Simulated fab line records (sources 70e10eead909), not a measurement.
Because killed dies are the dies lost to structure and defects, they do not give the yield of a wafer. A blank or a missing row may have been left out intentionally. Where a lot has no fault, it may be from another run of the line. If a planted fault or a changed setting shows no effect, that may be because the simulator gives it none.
fab line records + flow nand_harc
[record]
- lots = 15
- wafers = 45
- last_day = 34
route steps=1302 shown P_GATE@200 P_CONTACT@230
lots that met no fault: taken from a fault-free run of the same line
start_h: hours from the record's opening day to when the first of the lot's shown wafers began + wait_h: hours from the lot's prior step to this one + " the same as in the row above + L1.1+2: a single row standing in for several wafers + - no value, or no start given + * or withheld: withheld + < > ~ a bound
route shown NAME@n: a module of which the file shows steps, and the number in the route of the first + usual: average and standard deviation across the fault-free wafers + same: alike in all rows + chamber/n: place in a boat + sites: each site's reading + _std_site: standard deviation of those values + _edge_site: inner sites' mean taken away from outer sites' mean + radius_mm: how far each site lies from the wafer's centre + mask NAME#n: copy n + behind: the tool/chamber that last shaped the wafer + hold: why the lot went on hold/how many hours it stayed there/how the hold came to an end + device: the n, p or np transistor that did not switch + end of line: the same wafers' tests at the end of the route + where a step has no rows: the recipe by itself + killed: count of dies lost to structure and defects at first sort (not the wafer's yield) + map: shows each die of a wafer: x if killed, . if not, _ if none is there
set.NAME: the setting the step ran with; set.NAME@STEP: the setting that earlier step ran with + model.NAME: the simulator's own value behind a step, which no gauge read
steps of the route over a sample of lots; a table a step, a row a wafer
services: a tool's chamber out of use, with start hour (start_h, from the record's first day; less than 0 if before it), hours out, and reason
[[steps]]
[step NHARC_P_GATE_CD_MEAS_91]
[recipe]
- target_cd_nm = 2000
- landing_energy_ev = 500
[usual]
- cd_nm = 2001.4/2.1
| lot.wafer | tool      | chamber | start_h | wait_h | cd_nm  |
|-----------|-----------|---------|---------|--------|--------|
| L177.1    | cd_sem-01 | 0       | 118.14  | -      | 2000.4 |
| L177.3    | "         | 0       | "       | "      | 1996.9 |
| L177.6    | "         | 0       | "       | "      | 2000.3 |
| L180.1    | cd_sem-01 | 0       | 140.33  | -      | 2001.5 |
| L180.2    | "         | 0       | "       | "      | 2001.5 |
| L180.3    | "         | 0       | "       | "      | 2002.3 |
| L182.3    | cd_sem-03 | 0       | 161.56  | -      | 1998.2 |
| L182.5    | "         | 0       | "       | "      | 2003.7 |
| L182.6    | "         | 0       | "       | "      | 2003.2 |
| L181.2    | cd_sem-03 | 0       | 161.92  | -      | 2004.7 |
| L181.4    | "         | 0       | "       | "      | 2000.7 |
| L181.6    | "         | 0       | "       | "      | 2002.1 |
| L183.1    | cd_sem-01 | 0       | 172.65  | -      | 2002.2 |
| L183.3    | "         | 0       | "       | "      | 1998.7 |
| L183.6    | "         | 0       | "       | "      | 1999.5 |
| L186.1    | cd_sem-02 | 0       | 201.80  | -      | 2002.8 |
| L186.3    | "         | 0       | "       | "      | 2001.0 |
| L186.4    | "         | 0       | "       | "      | 2002.2 |
| L190.1    | cd_sem-01 | 0       | 240.89  | -      | 2003.4 |
| L190.3    | "         | 0       | "       | "      | 2005.0 |
| L190.6    | "         | 0       | "       | "      | 2000.7 |
| L191.4    | cd_sem-03 | 0       | 257.46  | -      | 1999.3 |
| L191.5    | "         | 0       | "       | "      | 1999.5 |
| L191.6    | "         | 0       | "       | "      | 1998.3 |
| L192.3    | cd_sem-03 | 0       | 258.85  | -      | 1998.0 |
| L192.5    | "         | 0       | "       | "      | 2000.4 |
| L192.6    | "         | 0       | "       | "      | 1999.4 |
| L193.2    | cd_sem-03 | 0       | 281.00  | -      | 2002.3 |
| L193.3    | "         | 0       | "       | "      | 1999.5 |
| L193.4    | "         | 0       | "       | "      | 2000.3 |
| L194.3    | cd_sem-02 | 0       | 281.59  | -      | 2007.0 |
| L194.5    | "         | 0       | "       | "      | 2000.4 |
| L194.6    | "         | 0       | "       | "      | 1999.7 |
| L195.3    | cd_sem-02 | 0       | 288.93  | -      | 2002.9 |
| L195.5    | "         | 0       | "       | "      | 1999.7 |
| L195.6    | "         | 0       | "       | "      | 2001.7 |
| L196.1    | cd_sem-03 | 0       | 303.96  | -      | 2000.4 |
| L196.3    | "         | 0       | "       | "      | 2001.5 |
| L196.6    | "         | 0       | "       | "      | 1999.6 |
| L197.2    | cd_sem-02 | 0       | 308.49  | -      | 2001.2 |
| L197.4    | "         | 0       | "       | "      | 2000.0 |
| L197.6    | "         | 0       | "       | "      | 2002.4 |
| L200.2    | cd_sem-02 | 0       | 345.70  | -      | 1999.4 |
| L200.4    | "         | 0       | "       | "      | 2004.2 |
| L200.6    | "         | 0       | "       | "      | 2004.9 |
[step NHARC_P_GATE_DESCUM_93]
[recipe]
- time_s = 3
- o2_flow_sccm = 200
- ar_flow_sccm = 0
- bias_power_w = 0
- chemistry = O2
[usual]
- drypump_motor_current_A = 5.7/0.37
- oes_product_au = 1.003/0.016
- rf_vpp_V = 58.0/0.84
- showerhead_plenum_p_Torr = 1.94/0.078
- throttle_valve_pct = 11.313/0.0089
[same]
- bias_power_w = 0
- time_s = 3
| lot.wafer | tool        | chamber | start_h | wait_h | drypump_motor_current_A | oes_product_au | rf_hours_counter_h | rf_vpp_V | showerhead_plenum_p_Torr | throttle_valve_pct |
|-----------|-------------|---------|---------|--------|-------------------------|----------------|--------------------|----------|--------------------------|--------------------|
| L177.3    | rie_diel-08 | 0       | 118.31  | -      | 5.1                     | 1.001          | 5.4                | 58.4     | 1.97                     | 11.313             |
| L177.1    | "           | 2       | "       | "      | 5.2                     | 1.005          | 3.0                | 58.6     | 1.94                     | 11.302             |
| L177.6    | "           | 0       | "       | "      | 5.1                     | 0.996          | -                  | 57.4     | 1.97                     | 11.309             |
| L180.2    | rie_diel-02 | 3       | 140.49  | -      | 5.9                     | 1.008          | 2.9                | 59.1     | 1.78                     | 11.314             |
| L180.1    | "           | 0       | "       | "      | 5.7                     | 0.996          | 3.2                | 59.2     | 1.82                     | 11.325             |
| L180.3    | "           | 2       | "       | "      | 5.7                     | 0.988          | 2.8                | 58.7     | 2.00                     | 11.329             |
| L182.3    | rie_diel-01 | 1       | 161.74  | -      | 6.4                     | 1.030          | 7.3                | 59.6     | 1.97                     | 11.309             |
| L182.6    | "           | 3       | "       | "      | 5.8                     | 1.019          | -                  | 56.9     | 1.97                     | 11.309             |
| L182.5    | "           | 0       | "       | "      | 5.8                     | 1.004          | -                  | 58.7     | 2.04                     | 11.321             |
| L181.4    | rie_diel-02 | 0       | 162.07  | -      | 5.7                     | 1.003          | 4.7                | 58.4     | 1.82                     | 11.312             |
| L181.2    | "           | 2       | "       | "      | 5.7                     | 0.985          | 4.7                | 58.1     | 2.00                     | 11.329             |
| L181.6    | "           | 1       | "       | "      | 5.3                     | 1.008          | -                  | 58.1     | 1.80                     | 11.314             |
| L183.3    | rie_diel-08 | 2       | 172.83  | -      | 5.2                     | 1.010          | 7.3                | 56.4     | 1.94                     | 11.316             |
| L183.1    | "           | 3       | "       | "      | 5.3                     | 1.021          | 10.0               | 58.4     | 2.04                     | 11.320             |
| L183.6    | "           | 2       | "       | "      | 5.2                     | 1.004          | -                  | 58.4     | 1.94                     | 11.316             |
| L186.4    | rie_diel-08 | 3       | 201.96  | -      | 5.4                     | 1.018          | 0                  | 59.0     | 2.04                     | 11.307             |
| L186.1    | "           | 0       | "       | "      | 5.1                     | 0.978          | 0                  | 56.9     | 1.97                     | 11.310             |
| L186.3    | "           | 2       | "       | "      | 5.2                     | 1.017          | 0                  | 58.4     | 1.94                     | 11.326             |
| L190.3    | rie_diel-01 | 3       | 241.05  | -      | 5.8                     | 0.998          | 1.9                | 57.6     | 1.97                     | 11.287             |
| L190.1    | "           | 2       | "       | "      | 5.5                     | 0.973          | 2.6                | 56.9     | 1.93                     | 11.308             |
| L190.6    | "           | 0       | "       | "      | 5.8                     | 1.001          | -                  | 58.7     | 2.04                     | 11.313             |
| L191.4    | rie_diel-02 | 2       | 257.63  | -      | 5.6                     | 0.987          | 0.8                | 59.2     | 2.00                     | 11.318             |
| L191.6    | "           | 1       | "       | "      | 5.3                     | 0.993          | -                  | 57.3     | 1.80                     | 11.326             |
| L191.5    | "           | 2       | "       | "      | 5.6                     | 0.989          | -                  | 57.4     | 2.00                     | 11.318             |
| L192.3    | rie_diel-08 | 0       | 259.04  | -      | 5.1                     | 0.971          | 5.0                | 58.7     | 1.97                     | 11.304             |
| L192.5    | "           | 1       | "       | "      | 6.3                     | 1.004          | -                  | 59.0     | 1.93                     | 11.315             |
| L192.6    | "           | 2       | "       | "      | 5.2                     | 1.046          | -                  | 57.9     | 1.94                     | 11.311             |
| L193.4    | rie_diel-01 | 2       | 281.17  | -      | 5.4                     | 0.980          | 5.2                | 57.3     | 1.93                     | 11.317             |
| L193.3    | "           | 3       | "       | "      | 5.8                     | 0.993          | 5.0                | 57.9     | 1.97                     | 11.313             |
| L193.2    | "           | 0       | "       | "      | 5.8                     | 1.012          | 5.3                | 57.6     | 2.04                     | 11.314             |
| L194.3    | rie_diel-01 | 1       | 281.77  | -      | 6.4                     | 1.011          | 3.8                | 56.7     | 1.97                     | 11.312             |
| L194.6    | "           | 3       | "       | "      | 5.8                     | 0.998          | -                  | 57.4     | 1.97                     | 11.296             |
| L194.5    | "           | 0       | "       | "      | 5.8                     | 0.996          | -                  | 58.0     | 2.04                     | 11.318             |
| L195.3    | rie_diel-01 | 1       | 289.11  | -      | 6.4                     | 1.006          | 4.5                | 59.1     | 1.97                     | 11.309             |
| L195.6    | "           | 3       | "       | "      | 5.8                     | 0.989          | -                  | 57.8     | 1.97                     | 11.306             |
| L195.5    | "           | 0       | "       | "      | 5.8                     | 1.003          | -                  | 59.5     | 2.04                     | 11.314             |
| L196.3    | rie_diel-01 | 3       | 304.13  | -      | 5.8                     | 0.986          | 5.5                | 58.1     | 1.97                     | 11.331             |
| L196.1    | "           | 1       | "       | "      | 6.4                     | 1.008          | 4.7                | 58.6     | 1.96                     | 11.316             |
| L196.6    | "           | 2       | "       | "      | 5.5                     | 0.978          | -                  | 57.0     | 1.93                     | 11.295             |
| L197.4    | rie_diel-08 | 0       | 308.65  | -      | 5.1                     | 0.976          | 7.8                | 58.8     | 1.97                     | 11.323             |
| L197.2    | "           | 1       | "       | "      | 6.4                     | 1.004          | 7.7                | 58.4     | 1.93                     | 11.315             |
| L197.6    | "           | 1       | "       | "      | 6.3                     | 0.997          | -                  | 56.1     | 1.93                     | 11.317             |
| L200.4    | rie_diel-08 | 3       | 345.87  | -      | 5.4                     | 1.032          | 9.7                | 55.9     | 2.04                     | 11.319             |
| L200.2    | "           | 1       | "       | "      | 6.3                     | 0.995          | 9.4                | 56.4     | 1.93                     | 11.322             |
| L200.6    | "           | 2       | "       | "      | 5.2                     | 1.037          | -                  | 57.3     | 1.94                     | 11.327             |
[step NHARC_P_CONTACT_PEB_10]
[recipe]
- peb_temp_c = 100
- peb_time_s = 65
[usual]
- chill_plate_temp_C = 22.97/0.11
- exhaust_pa = 45.0/0.86
| lot.wafer | tool           | chamber | start_h | wait_h | chill_plate_temp_C | exhaust_pa |
|-----------|----------------|---------|---------|--------|--------------------|------------|
| L177.1    | litho_track-04 | 0       | 122.60  | 0.1    | 23.02              | 45.9       |
| L177.3    | "              | 0       | "       | "      | 22.92              | 44.0       |
| L177.6    | "              | 0       | "       | "      | 22.87              | 44.2       |
| L180.1    | litho_track-04 | 0       | 145.21  | 0.1    | 22.79              | 45.3       |
| L180.2    | "              | 0       | "       | "      | 22.91              | 46.8       |
| L180.3    | "              | 0       | "       | "      | 23.00              | 45.7       |
| L182.3    | litho_track-04 | 0       | 166.02  | 0.0    | 23.12              | 44.6       |
| L182.5    | "              | 0       | "       | "      | 23.10              | 45.7       |
| L182.6    | "              | 0       | "       | "      | 23.08              | 44.9       |
| L181.2    | litho_track-06 | 0       | 166.76  | 0.1    | 23.01              | 44.6       |
| L181.4    | "              | 0       | "       | "      | 23.08              | 44.4       |
| L181.6    | "              | 0       | "       | "      | 23.05              | 45.1       |
| L183.1    | litho_track-06 | 0       | 177.39  | 0.1    | 22.98              | 45.8       |
| L183.3    | "              | 0       | "       | "      | 22.92              | 44.5       |
| L183.6    | "              | 0       | "       | "      | 22.96              | 45.3       |
| L186.1    | litho_track-01 | 0       | 206.42  | 0.1    | 22.89              | 46.3       |
| L186.3    | "              | 0       | "       | "      | 22.97              | 44.7       |
| L186.4    | "              | 0       | "       | "      | 22.90              | 44.2       |
| L190.1    | litho_track-06 | -       | 245.80  | 0.1    | -                  | -          |
| L190.3    | "              | -       | "       | "      | -                  | -          |
| L190.6    | "              | -       | "       | "      | -                  | -          |
| L191.4    | litho_track-01 | -       | 262.05  | 0.0    | -                  | -          |
| L191.5    | "              | -       | "       | "      | -                  | -          |
| L191.6    | "              | -       | "       | "      | -                  | -          |
| L192.3    | litho_track-06 | -       | 263.45  | 0.0    | -                  | -          |
| L192.5    | "              | -       | "       | "      | -                  | -          |
| L192.6    | "              | -       | "       | "      | -                  | -          |
| L193.2    | litho_track-06 | 0       | 285.62  | 0.1    | 22.92              | 45.6       |
| L193.3    | "              | 0       | "       | "      | 22.99              | 44.8       |
| L193.4    | "              | 0       | "       | "      | 22.94              | 44.5       |
| L194.3    | litho_track-01 | 0       | 286.21  | 0.0    | 23.03              | 44.5       |
| L194.5    | "              | 0       | "       | "      | 23.00              | 45.3       |
| L194.6    | "              | 0       | "       | "      | 23.26              | 45.3       |
| L195.3    | litho_track-04 | 0       | 293.41  | 0.0    | 23.09              | 43.3       |
| L195.5    | "              | 0       | "       | "      | 22.86              | 44.1       |
| L195.6    | "              | 0       | "       | "      | 22.87              | 45.1       |
| L196.1    | litho_track-06 | 0       | 308.59  | 0.1    | 23.07              | 45.6       |
| L196.3    | "              | 0       | "       | "      | 23.01              | 46.2       |
| L196.6    | "              | 0       | "       | "      | 23.04              | 46.2       |
| L197.2    | litho_track-04 | 0       | 312.95  | 0.1    | 22.85              | 45.1       |
| L197.4    | "              | 0       | "       | "      | 22.95              | 43.4       |
| L197.6    | "              | 0       | "       | "      | 22.85              | 44.4       |
| L200.2    | litho_track-04 | 0       | 350.38  | 0.1    | 23.02              | 44.1       |
| L200.4    | "              | 0       | "       | "      | 22.95              | 45.4       |
| L200.6    | "              | 0       | "       | "      | 23.04              | 44.4       |
[step NHARC_P_CONTACT_STRIP_28]
[recipe]
- o2_flow_sccm = 500
- ar_flow_sccm = 0
- bias_w = 0
- chemistry = O2
[usual]
- drypump_motor_current_A = 5.5/0.38
- oes_product_au = 1.003/0.012
- rf_vpp_V = 58.0/0.86
- showerhead_plenum_p_Torr = 3.61/0.12
- throttle_valve_pct = 17.037/0.0079
| lot.wafer | tool        | chamber | start_h | wait_h | drypump_motor_current_A | oes_product_au | rf_hours_counter_h | rf_vpp_V | showerhead_plenum_p_Torr | throttle_valve_pct |
|-----------|-------------|---------|---------|--------|-------------------------|----------------|--------------------|----------|--------------------------|--------------------|
| L177.1    | rie_diel-03 | 2       | 123.81  | 0.1    | 6.0                     | 0.996          | 0.2                | 56.5     | 3.48                     | 17.027             |
| L177.3    | "           | 3       | "       | "      | 5.2                     | 0.996          | 0.2                | 58.9     | 3.70                     | 17.037             |
| L177.6    | "           | 3       | "       | "      | 5.2                     | 1.005          | -                  | 58.0     | 3.70                     | 17.048             |
| L180.3    | rie_diel-12 | 1       | 146.44  | 0.1    | 5.6                     | 0.989          | 1.8                | 58.1     | 3.71                     | 17.025             |
| L180.2    | "           | 2       | "       | "      | 5.9                     | 1.009          | 1.8                | 57.4     | 3.60                     | 17.023             |
| L180.1    | "           | 3       | "       | "      | 5.7                     | 0.994          | 1.6                | 57.5     | 3.58                     | 17.044             |
| L182.3    | rie_diel-12 | 0       | 167.27  | 0.1    | 5.0                     | 1.011          | 2.1                | 58.5     | 3.37                     | 17.040             |
| L182.5    | "           | 1       | "       | "      | 5.7                     | 1.002          | -                  | 57.8     | 3.71                     | 17.038             |
| L182.6    | "           | 2       | "       | "      | 5.9                     | 1.009          | -                  | 59.4     | 3.60                     | 17.046             |
| L181.4    | rie_diel-07 | 1       | 167.97  | 0.1    | 5.2                     | 0.996          | 1.5                | 57.4     | 3.61                     | 17.007             |
| L181.2    | "           | 3       | "       | "      | 5.5                     | 1.027          | 1.1                | 57.7     | 3.79                     | 17.017             |
| L181.6    | "           | 2       | "       | "      | 5.3                     | 0.999          | -                  | 58.5     | 3.75                     | 17.032             |
| L183.1    | rie_diel-03 | 1       | 178.60  | 0.1    | 5.3                     | 1.001          | 3.5                | 59.2     | 3.58                     | 17.036             |
| L183.3    | "           | 3       | "       | "      | 5.2                     | 1.013          | 3.6                | 57.7     | 3.70                     | 17.030             |
| L183.6    | "           | 1       | "       | "      | 5.3                     | 1.013          | -                  | 58.2     | 3.58                     | 17.035             |
| L186.4    | rie_diel-07 | 3       | 207.63  | 0.1    | 5.4                     | 1.032          | 1.8                | 58.3     | 3.78                     | 17.048             |
| L186.3    | "           | 0       | "       | "      | 5.4                     | 0.996          | 2.2                | 58.4     | 3.67                     | 17.033             |
| L186.1    | "           | 2       | "       | "      | 5.3                     | 1.005          | 3.0                | 58.0     | 3.75                     | 17.033             |
| L190.3    | rie_diel-07 | 3       | 247.02  | 0.1    | 5.5                     | 1.024          | 2.8                | 58.3     | 3.78                     | 17.040             |
| L190.1    | "           | 1       | "       | "      | 5.1                     | 0.986          | 3.6                | 57.6     | 3.61                     | 17.025             |
| L190.6    | "           | 2       | "       | "      | 5.4                     | 1.009          | -                  | 57.6     | 3.75                     | 17.031             |
| L191.4    | rie_diel-03 | 3       | 263.27  | 0.1    | 5.2                     | 1.002          | 7.2                | 57.6     | 3.70                     | 17.046             |
| L191.5    | "           | 2       | "       | "      | 6.0                     | 0.995          | -                  | 56.9     | 3.47                     | 17.044             |
| L191.6    | "           | 3       | "       | "      | 5.2                     | 1.007          | -                  | 58.8     | 3.70                     | 17.031             |
| L192.3    | rie_diel-03 | 3       | 264.69  | 0.1    | 5.2                     | 1.003          | 7.6                | 57.7     | 3.69                     | 17.039             |
| L192.5    | "           | 1       | "       | "      | 5.3                     | 0.995          | -                  | 57.8     | 3.58                     | 17.016             |
| L192.6    | "           | 2       | "       | "      | 6.0                     | 0.989          | -                  | 57.8     | 3.47                     | 17.041             |
| L193.3    | rie_diel-07 | 3       | 286.85  | 0.1    | 5.5                     | 1.027          | 3.5                | 58.2     | 3.78                     | 17.037             |
| L193.4    | "           | 0       | "       | "      | 5.4                     | 1.005          | 3.9                | 58.1     | 3.67                     | 17.049             |
| L193.2    | "           | 1       | "       | "      | 5.2                     | 0.993          | 4.5                | 58.3     | 3.61                     | 17.035             |
| L194.3    | rie_diel-07 | 2       | 287.45  | 0.1    | 5.3                     | 1.025          | 5.0                | 57.3     | 3.75                     | 17.044             |
| L194.6    | "           | 0       | "       | "      | 5.4                     | 1.005          | -                  | 57.5     | 3.67                     | 17.045             |
| L194.5    | "           | 1       | "       | "      | 5.1                     | 0.986          | -                  | 58.1     | 3.61                     | 17.044             |
| L195.3    | rie_diel-12 | 2       | 294.77  | 0.1    | 5.9                     | 0.992          | 1.6                | 59.1     | 3.59                     | 17.028             |
| L195.6    | "           | 2       | "       | "      | 5.9                     | 0.998          | -                  | 56.1     | 3.59                     | 17.028             |
| L195.5    | "           | 0       | "       | "      | 5.0                     | 0.998          | -                  | 56.7     | 3.37                     | 17.039             |
| L196.1    | rie_diel-12 | 3       | 309.80  | 0.1    | 5.7                     | 1.000          | 1.8                | 58.6     | 3.57                     | 17.045             |
| L196.3    | "           | 2       | "       | "      | 5.9                     | 1.010          | 2.0                | 57.3     | 3.59                     | 17.042             |
| L196.6    | "           | 3       | "       | "      | 5.7                     | 0.997          | -                  | 56.3     | 3.57                     | 17.036             |
| L197.4    | rie_diel-03 | 1       | 314.17  | 0.1    | 5.4                     | 1.013          | 1.1                | 58.8     | 3.58                     | 17.039             |
| L197.2    | "           | 2       | "       | "      | 6.0                     | 0.997          | 0.9                | 55.8     | 3.47                     | 17.028             |
| L197.6    | "           | 1       | "       | "      | 5.3                     | 0.993          | -                  | 57.6     | 3.58                     | 17.041             |
| L200.2    | rie_diel-12 | 2       | 351.59  | 0.1    | 5.9                     | 1.006          | 3.1                | 59.4     | 3.59                     | 17.030             |
| L200.4    | "           | 3       | "       | "      | 5.7                     | 0.982          | 3.0                | 58.1     | 3.57                     | 17.032             |
| L200.6    | "           | 2       | "       | "      | 5.9                     | 0.995          | -                  | 58.3     | 3.59                     | 17.053             |
[[services]]
| tool           | chamber | start_h | hours | kind   |
|----------------|---------|---------|-------|--------|
| rie_diel-08    | -       | 96.19   | 0.5   | repair |
| rie_diel-08    | 1       | 96.99   | 2.0   | repair |
| rie_diel-03    | -       | 104.30  | 9.0   | pm     |
| rie_diel-01    | 0       | 105.69  | 6.6   | repair |
| rie_diel-07    | -       | 117.20  | 9.0   | pm     |
| rie_diel-03    | -       | 133.82  | 0.7   | repair |
| rie_diel-08    | 0       | 157.91  | 15.1  | repair |
| rie_diel-03    | 2       | 160.51  | 6.5   | repair |
| rie_diel-07    | 3       | 174.23  | 20.7  | repair |
| litho_track-06 | -       | 179.00  | 7.0   | pm     |
| rie_diel-07    | 0       | 179.19  | 7.6   | repair |
| rie_diel-07    | 1       | 182.31  | 3.8   | repair |
| rie_diel-08    | -       | 190.80  | 9.0   | pm     |
| rie_diel-12    | 0       | 193.16  | 1.3   | repair |
| rie_diel-01    | 3       | 195.96  | 11.3  | repair |
| litho_track-04 | -       | 203.00  | 7.0   | pm     |
| rie_diel-01    | -       | 203.80  | 9.0   | pm     |
| rie_diel-08    | 3       | 206.85  | 5.4   | repair |
| rie_diel-01    | 1       | 241.82  | 21.5  | repair |
| rie_diel-07    | -       | 262.25  | 0.3   | repair |
| rie_diel-12    | -       | 267.64  | 0.8   | repair |
| rie_diel-08    | 2       | 299.18  | 7.5   | repair |
| rie_diel-01    | 0       | 324.91  | 2.7   | repair |
| rie_diel-01    | 1       | 338.59  | 8.4   | repair |
[[key]]
[first_sign]
- step = NHARC_P_CONTACT_PEB_10
- reading = tool_record
- direction = missing
effect none on later readings
met_at NHARC_P_CONTACT_PEB_10
struck_lots L190,L191,L192
later_rows_left_out L190.1,L190.3,L190.6,L191.4,L191.5,L191.6,L192.3,L192.5,L192.6
sort_left_out L190.1,L190.3,L190.6,L191.4,L191.5,L191.6,L192.3,L192.5,L192.6
tester_left_out L190,L191,L192
not_acting_at NHARC_P_GATE_CD_MEAS_91,NHARC_P_GATE_DESCUM_93,NHARC_P_CONTACT_STRIP_28
onset_between 206.42 245.80
[fault]
- kind = skipped_step_whole
- tool = litho_track-01,litho_track-06
- chamber = -
- onset_h = 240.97
- steps = NHARC_P_CONTACT_PEB_10
- scope = struck_lots_only
// tester_left_out: of these lots the tester's yield and bins aren't shown, on N5 and GAA mostly nor the transistor test; their killed dies are dies lost to structure and defects alone, not to doping, threshold or leakage, so they don't give the yield
// sort_left_out: the simulated sort isn't trusted on such a fault, so these wafers' sort isn't shown, and their yield isn't known
// later_rows_left_out: the simulator's readings of these wafers behind a module that went badly wrong aren't trusted and aren't shown, but for the sort
